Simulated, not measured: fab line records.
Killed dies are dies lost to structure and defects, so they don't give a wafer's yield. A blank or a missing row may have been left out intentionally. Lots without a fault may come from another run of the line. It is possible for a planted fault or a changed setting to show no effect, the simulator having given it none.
Chamber matching    flow n5_finfet    N5_BEOL_M12_ILD_DEP_00 on pecvd-01 has 3 sister chambers
The step deposits SiOC from DEMS/O2, target thk 658.92 nm, time 130.7 s. 18 wafers are shown with their chamber, then 9 later ones without.

WAFERS PAIRED WITH THEIR CHAMBERS
wafer   chamber  throttle_valve_pct (%)  showerhead_plenum_p_Torr (Torr)  heater_power_w (W)
L075.2  0        12.8                    5.691                            449
L075.3  2        11.4                    5.691                            509
L075.4  1        11.2                    5.705                            484
L079.4  2        11.6                    5.700                            450
L079.5  0        12.6                    5.680                            383
L079.6  1        11.0                    5.700                            528
L081.3  2        11.5                    5.702                            463
L081.5  0        13.0                    5.684                            458
L081.6  1        11.0                    5.700                            435
L083.2  1        11.2                    5.710                            553
L083.3  0        12.7                    5.679                            407
L083.6  1        11.2                    5.716                            421
L090.3  2        11.5                    5.693                            457
L090.4  2        11.7                    5.693                            489
L090.6  1        11.3                    5.704                            501
L085.2  1        11.2                    5.699                            479
L085.3  2        11.7                    5.697                            504
L085.4  1        11.2                    5.698                            501

SIGNATURES (averages over the wafers above)
reading                   chamber 0  chamber 1  chamber 2  scatter within a chamber
throttle_valve_pct        12.775     11.162     11.567     0.126
showerhead_plenum_p_Torr  5.68350    5.70400    5.69600    0.00553
heater_power_w            424.25     487.75     478.67     37
Rule: for a wafer and a chamber, the distance is found by dividing, reading by reading, the gap between the wafer's reading and the chamber's mean by the reading's scatter, squaring, summing and taking the root. The wafer belongs to the nearest chamber; if the next one is less than 2 further off, it can't be placed. The scatter: the root of (the sum of the squares of (reading less its chamber's mean) over the shown wafers, divided by (wafers less chambers)).

WAFERS WHOSE CHAMBER IS MISSING
wafer   throttle_valve_pct (%)  showerhead_plenum_p_Torr (Torr)  heater_power_w (W)
L089.1  11.3                    5.708                            517
L089.2  12.8                    5.692                            433
L089.4  10.9                    5.704                            424
L091.3  12.8                    5.682                            469
L091.4  11.1                    5.691                            435
L091.5  11.4                    5.701                            521
L096.1  11.3                    5.697                            541
L096.2  12.7                    5.684                            474
L096.5  13.0                    5.690                            429

WHICH CHAMBER EACH WENT THROUGH
wafer   from the rows above      in truth
L089.1  can't be placed: 1 or 2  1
L089.2  0                        0
L089.4  1                        1
L091.3  0                        0
L091.4  can't be placed: 1 or 2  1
L091.5  can't be placed: 2 or 1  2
L096.1  can't be placed: 1 or 2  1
L096.2  0                        0
L096.5  0                        0
Correct placement for 5 of the 9. From these rows, 4 cannot be placed; in 4 the true chamber is one of the candidates. Number placed wrongly: 0.
